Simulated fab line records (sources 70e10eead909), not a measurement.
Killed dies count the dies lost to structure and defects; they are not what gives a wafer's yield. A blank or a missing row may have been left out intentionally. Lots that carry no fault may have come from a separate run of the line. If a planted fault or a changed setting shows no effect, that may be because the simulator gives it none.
Code-filled problem report in 8D (eight disciplines) form | flow nand-harc | the parts of the form that need people (team, actions taken, sign-off) are left out

## 1. WHAT WENT WRONG
Wafers without a fault read 1001 nm, standard deviation 10; thk-nm at NHARC_A_ONON_D1_THK_MEAS_21 reads a mean of 1597 nm on 6 wafers belonging to 2 lots. That is +60 standard deviations from the usual mean.
The step: measures by ellipsometry.
Seen first at day 9 19:19 on film-metro-01, wafer L208.2. At this step, 39 wafers from 13 lots have a number in the record. The rule behind "out" and "out of limits": a value lying over 4 standard deviations away from the usual mean. The rest of the wafers with a number are treated as sound.

## 2. WHAT IT IS, WHAT IT ISN'T
question                    | is                     | is not
which readings at this step | thk-nm                 | -
which lots                  | L208, L210             | L202, L205, L206, L213, L214, L216, L217, L220, L221, L222, L225
which wafers of those lots  | all that have a number | -
read on which gauges        | film-metro-01          | film-metro-02
when                        | from day 9 19:19       | up to then (9 sound wafers); but 24 sound wafers of L213, L214, L216, L217, L220, L221, L222, L225 came after

## 3. THE SUSPECTS, EACH WITH WHAT RULES IT OUT
Counting: a tool at any process step up to the reading remains a suspect when it ran all the lots that are out and ran no sound lot after the first of those.
- the gauge at NHARC_A_ONON_D1_THK_MEAS_21 is ruled out. All the wafers that are out were read on film-metro-01, but those of them that NHARC_END_SORT_01 has rows for are out there too, on other tools.
- pecvd-onon-02 at NHARC_A_ONON_D1_DEP_19 (target thk 1000 nm): kept. It processed each lot that is out, first L208 at day 9 18:52, and no sound lot thereafter; up to then, the last sound lot it processed was L206 at day 9 06:47.
After counting, what remains is pecvd-onon-02 at NHARC_A_ONON_D1_DEP_19.

## 4. THE CAUSE (what the simulator had put in)
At NHARC_A_ONON_D1_DEP_19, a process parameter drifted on pecvd-onon-02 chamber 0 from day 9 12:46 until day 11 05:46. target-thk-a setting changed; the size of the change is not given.
The count eliminated every tool but this one.

## 5. SEQUENCE OF EFFECTS, ordered by route
Rows list readings where the struck wafers' mean (over those with a number) sits beyond 3 standard deviations from the usual. Only readings whose record carries a usual standard deviation are examined. hours: median over the lots of the time between each lot's start at the first step of this table that gives one and its start at this step. sigmas: the change, counted in usual standard deviations.
hours | step                        | reading         | usual   | on struck wafers | change | sigmas
0     | NHARC_A_ONON_D1_THK_MEAS_21 | thk-nm          | 1001 nm | 1597             | +596   | +60
292   | NHARC_END_SORT_01           | killed-at-array | 28      | 673              | +645   | +73
292   | NHARC_END_SORT_01           | killed-dies     | 32      | 677              | +645   | +69

## 6. WHAT WOULD HAVE CAUGHT IT SOONER
Counted from the fault's start at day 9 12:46, it took 7 hours until the first out-of-limits reading at a measuring or inspecting step in this record, taken at day 9 19:19.
Among the 2 lots that are out, L210 began NHARC_A_ONON_D1_DEP_19 on pecvd-onon-02 after day 9 19:19. Putting the tool on hold at that point would have spared it.
